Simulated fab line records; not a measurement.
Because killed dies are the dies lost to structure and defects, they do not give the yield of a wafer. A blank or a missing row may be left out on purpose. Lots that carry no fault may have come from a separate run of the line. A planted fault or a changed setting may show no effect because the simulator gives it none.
Chamber matching :: flow n5-finfet :: N5_HKMG_FIN_NWFM_ALD_20 on ald-metal-02: 4 sister chambers
The step deposits TiAlC, target thk 2 nm, pulse time 3 s, purge time 2 s. 4 wafers are shown with their chamber, then 8 later ones without.

WAFERS WITH THEIR CHAMBER
wafer: L084.4
chamber: 3
heater-power-w (W): 382

wafer: L089.4
chamber: 0
heater-power-w (W): 438

wafer: L089.6
chamber: 2
heater-power-w (W): 520

wafer: L090.3
chamber: 1
heater-power-w (W): 500

WAFERS WHOSE CHAMBER IS MISSING
wafer: L090.5
heater-power-w (W): 494

wafer: L090.6
heater-power-w (W): 450

wafer: L093.2
heater-power-w (W): 508

wafer: L093.4
heater-power-w (W): 509

wafer: L093.5
heater-power-w (W): 439

wafer: L095.1
heater-power-w (W): 442

wafer: L095.4
heater-power-w (W): 383

wafer: L095.5
heater-power-w (W): 437

WHICH CHAMBER EACH ONE RAN IN
wafer: L090.5
from the rows above: 1
in truth: 1

wafer: L090.6
from the rows above: 0
in truth: 0

wafer: L093.2
from the rows above: can't be placed: 1 or 2
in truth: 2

wafer: L093.4
from the rows above: can't be placed: 1 or 2
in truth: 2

wafer: L093.5
from the rows above: 0
in truth: 0

wafer: L095.1
from the rows above: 0
in truth: 0

wafer: L095.4
from the rows above: 3
in truth: 3

wafer: L095.5
from the rows above: 0
in truth: 0
Correct placement for 6 of the 8. Can't be placed from these rows: 2 (the true chamber is among the candidates in 2). 0 placed wrongly.
How it was worked out, from the rows above alone: a wafer's distance from a chamber is the root of the sum, over the readings, of the square of ((its reading less the chamber's mean) divided by the reading's scatter). If the next closest chamber is less than 2 further off than the closest, the wafer can't be placed; otherwise it belongs to the closest. For every chamber, the mean is computed from those of its wafers that are shown. The scatter (one wafer shown for each chamber): square how far every hidden wafer sits from the nearest shown wafer, average those squares and take the square root.
